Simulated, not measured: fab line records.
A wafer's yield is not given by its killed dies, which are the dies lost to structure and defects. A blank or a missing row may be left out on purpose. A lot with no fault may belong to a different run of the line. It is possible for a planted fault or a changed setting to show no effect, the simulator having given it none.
Code-filled problem report in 8D (eight disciplines) form | flow n5-finfet | the parts of the form that need people (team, actions taken, sign-off) are left out

1. PROBLEM STATEMENT
A mean of 124.5 nm is read at N5_BEOL_M6_OCD_MEAS_38 for trench-depth-nm, taken on 1 wafer of 1 lot, against 94.3 nm (standard deviation 2.3) on wafers free of any fault. Measured from the usual mean, that is +13 standard deviations.
The first sign was on wafer L754.1 at day 12 21:04, on ocd-02. At this step, 19 wafers from 7 lots have a number in the record. By rule, "out" or "out of limits" means more than 4 standard deviations away from the usual mean. Any other wafer with a number is counted as sound.

2. WHAT IT IS; WHAT IT IS NOT
question                    | is                | is not
which readings at this step | trench-depth-nm   | -
which lots                  | L754              | L739, L742, L746, L757, L759, L761
which wafers of those lots  | L754.1            | L754.6
read on which gauges        | ocd-02            | ocd-01
when                        | from day 12 21:04 | up to then (9 sound wafers); but 9 sound wafers of L757, L759, L761 came after

3. SUSPECTS, AND WHAT RULES EACH OUT
Counting: a tool at a process step up to the reading stays a suspect if it ran every lot that is out. Sound lots after the first of them don't rule it out here, since some wafers of a struck lot are sound.
- ruled out: the gauge at N5_BEOL_M6_OCD_MEAS_38. All the wafers that are out were read on ocd-02, but those of them that N5_BEOL_M6_TRENCH_ETCH_37 has rows for are out there too, on other tools.
- rie-diel-01 at N5_BEOL_M6_ETCH_66 (etches SOC in N2/H2, target depth 80 nm, overetch 16 nm, time 120 s): kept. It processed L754, the lot that is out, at day 12 20:43, and its most recent sound lot before then was L746 at day 10 14:16.
- rie-diel-01 at N5_BEOL_M6_TRENCH_ETCH_37 (etches SiCOH lowk in C4F6/O2, target depth 94.435 nm, time 31.5 s): kept. It processed L754, the lot that is out, at day 12 20:55, and its most recent sound lot before then was L746 at day 10 14:28. On those wafers its own readings are out: run-length-s.
- Within rie-diel-01 at N5_BEOL_M6_ETCH_66: the wafers that are out ran in chamber 2; their sound lot-mates ran in chamber 3.
- Within rie-diel-01 at N5_BEOL_M6_TRENCH_ETCH_37: the wafers that are out ran in chamber 2; their sound lot-mates ran in chamber 3.
What counting leaves: rie-diel-01 at N5_BEOL_M6_ETCH_66 and rie-diel-01 at N5_BEOL_M6_TRENCH_ETCH_37.

4. THE CAUSE (what the simulator had put in)
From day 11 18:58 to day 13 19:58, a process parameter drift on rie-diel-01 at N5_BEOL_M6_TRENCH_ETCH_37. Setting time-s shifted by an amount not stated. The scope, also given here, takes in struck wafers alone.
Of the 2 suspects that counting leaves, this tool is one.

5. THE EFFECT CHAIN, in route order
Each row: a reading where the mean over the struck wafers with a number is more than 3 standard deviations away from the usual. Only readings for which the record gives a usual standard deviation are gone through. hours: the time from each lot's start at the first step in this table that gives one to its start at this step, as a median over the lots. sigmas: the change in usual standard deviations.
hours | step                      | reading          | usual        | on struck wafers | change | sigmas
0     | N5_BEOL_M6_TRENCH_ETCH_37 | run-length-s     | 54.6 s       | 64.6             | +10.0  | +22
0     | N5_BEOL_M6_OCD_MEAS_38    | trench-depth-nm  | 94.3 nm      | 124.5            | +30.2  | +13
3     | N5_BEOL_M6_THK_MEAS_53    | M6_THK           | 80.1 nm      | 105.7            | +25.6  | +9.1
3     | N5_BEOL_M6_RS_MEAS_57     | M6_RS            | 0.285 ohm/sq | 0.205            | -0.080 | -6.7
83    | N5_BEOL_M15_RC_MEAS_101   | SERP_M6          | 14.1 ohm/um  | 9.9              | -4.2   | -4.9
83    | N5_BEOL_M15_RC_MEAS_101   | SERP_M6_max_site | 14.7 ohm/um  | 10.3             | -4.4   | -4.9
The process steps in it:
- N5_BEOL_M6_TRENCH_ETCH_37: etches SiCOH lowk in C4F6/O2, target depth 94.435 nm, time 31.5 s.

6. HOW IT WOULD HAVE BEEN CAUGHT EARLIER
In this record the first reading out of limits at a measuring or inspecting step was taken at day 12 21:04, 26 hours after the fault began at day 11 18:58.
The tool's own readings at N5_BEOL_M6_TRENCH_ETCH_37 were out on every struck wafer that the step has a row for (run-length-s): an alarm limit on them would have fired on the first of those.
All the lots that are out (1) had begun N5_BEOL_M6_TRENCH_ETCH_37 on rie-diel-01 by day 12 21:04. A hold on the tool at that time would have spared none of them.
